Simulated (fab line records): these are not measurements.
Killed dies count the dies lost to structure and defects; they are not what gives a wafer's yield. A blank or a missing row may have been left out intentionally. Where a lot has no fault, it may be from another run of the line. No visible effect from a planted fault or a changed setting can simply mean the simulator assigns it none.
Matching of chambers -- flow n5Finfet -- N5_BEOL_M0_ETCH_128 on rieDiel-01: 4 sister chambers
The step etches SiCN in CF4/N2, target depth 12 nm, overetch 5.1 nm, time 21.4 s. 8 wafers are shown with their chamber, then 10 later ones without.

== EACH WAFER AND ITS CHAMBER ==
wafer,chamber,showerheadPlenumPTorr (Torr),throttleValvePct (%)
L074.4,0,2.30,15.50
L080.1,2,2.25,15.44
L084.6,2,2.25,15.46
L087.1,1,2.10,15.47
L087.3,3,2.17,15.79
L087.5,1,2.10,15.48
L089.3,0,2.29,15.54
L089.4,3,2.17,15.80

== WAFERS WHOSE CHAMBER IS MISSING ==
wafer,showerheadPlenumPTorr (Torr),throttleValvePct (%)
L089.6,2.17,15.80
L090.1,2.29,15.54
L090.4,2.10,15.47
L090.6,2.25,15.47
L094.2,2.10,15.49
L094.5,2.17,15.82
L094.6,2.29,15.56
L095.1,2.17,15.82
L095.3,2.10,15.49
L095.4,2.29,15.56

== WHICH CHAMBER EACH WENT THROUGH ==
wafer,from the rows above,in truth
L089.6,3,3
L090.1,0,0
L090.4,1,1
L090.6,2,2
L094.2,1,1
L094.5,3,3
L094.6,0,0
L095.1,3,3
L095.3,1,1
L095.4,0,0
Correct placement for 10 of the 10. Can't be placed from these rows: 0. Number placed wrongly: 0.
How it was worked out, from the rows above alone: a wafer's distance from a chamber is the root of the sum, over the readings, of the square of ((its reading less the chamber's mean) divided by the reading's scatter). The wafer belongs to the nearest chamber; if the next one is less than 2 further off, it can't be placed. For every chamber, the mean is computed from those of its wafers that are shown. The scatter is the square root of a quotient: the sum, over the shown wafers, of each reading's squared deviation from its chamber's mean, divided by wafers minus chambers.
